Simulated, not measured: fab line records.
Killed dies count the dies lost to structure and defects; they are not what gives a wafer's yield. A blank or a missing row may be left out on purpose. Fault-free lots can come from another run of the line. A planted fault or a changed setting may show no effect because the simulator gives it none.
Which tool was responsible? / flow nand_harc / at 1 step of a route of 1302, 12 lots with 36 wafers sampled

WHAT THE GAUGES READ, wafer by wafer
NHARC_A_ONON_D2_THK_MEAS_05: measures by ellipsometry.
lot=L074; measured=day 12 07:15; on=film_metro-01; thk_nm (nm)=980 979 978
lot=L077; measured=day 13 18:57; on=film_metro-02; thk_nm (nm)=993 994 994
lot=L078; measured=day 14 09:07; on=film_metro-01; thk_nm (nm)=991 989 989
lot=L081; measured=day 15 02:42; on=film_metro-01; thk_nm (nm)=995 995 996
lot=L083; measured=day 15 16:32; on=film_metro-01; thk_nm (nm)=1012 1012 1011
lot=L085; measured=day 17 07:15; on=film_metro-02; thk_nm (nm)=1001 1001 1002
lot=L087; measured=day 18 02:04; on=film_metro-01; thk_nm (nm)=980 980 980
lot=L088; measured=day 18 09:44; on=film_metro-02; thk_nm (nm)=987 986 989
lot=L092; measured=day 19 15:04; on=film_metro-02; thk_nm (nm)=1000 1000 1001
lot=L093; measured=day 20 15:17; on=film_metro-01; thk_nm (nm)=1017 1016 1015
lot=L095; measured=day 20 18:53; on=film_metro-02; thk_nm (nm)=999 999 999
lot=L096; measured=day 21 14:57; on=film_metro-02; thk_nm (nm)=1007 1007 1008

TOOL THAT RAN EACH LOT (tool first, then ch and the chambers of the sampled wafers, then the start)
Before these readings, the record contains no process step.

THE ANSWER, worked out from the rows above alone
Rule: the usual values come from the lots themselves. Put in order of their means at a reading, lots are off if they are a third of the lots or fewer, leave a main group of 4 or more, and stand apart from it by a gap of 3 or more times the standard deviation of the main group's means; of several such gaps the widest counts. A main group whose means are all the same, to the digits that the tables above print for the reading, isn't used. Also off: a lot with no number at a reading for which 4 or more lots have one. All remaining lots with rows at the step are treated as sound.
None of the lots is off at any reading shown; this tells nothing.

WHAT THE SIMULATOR HAD INSERTED
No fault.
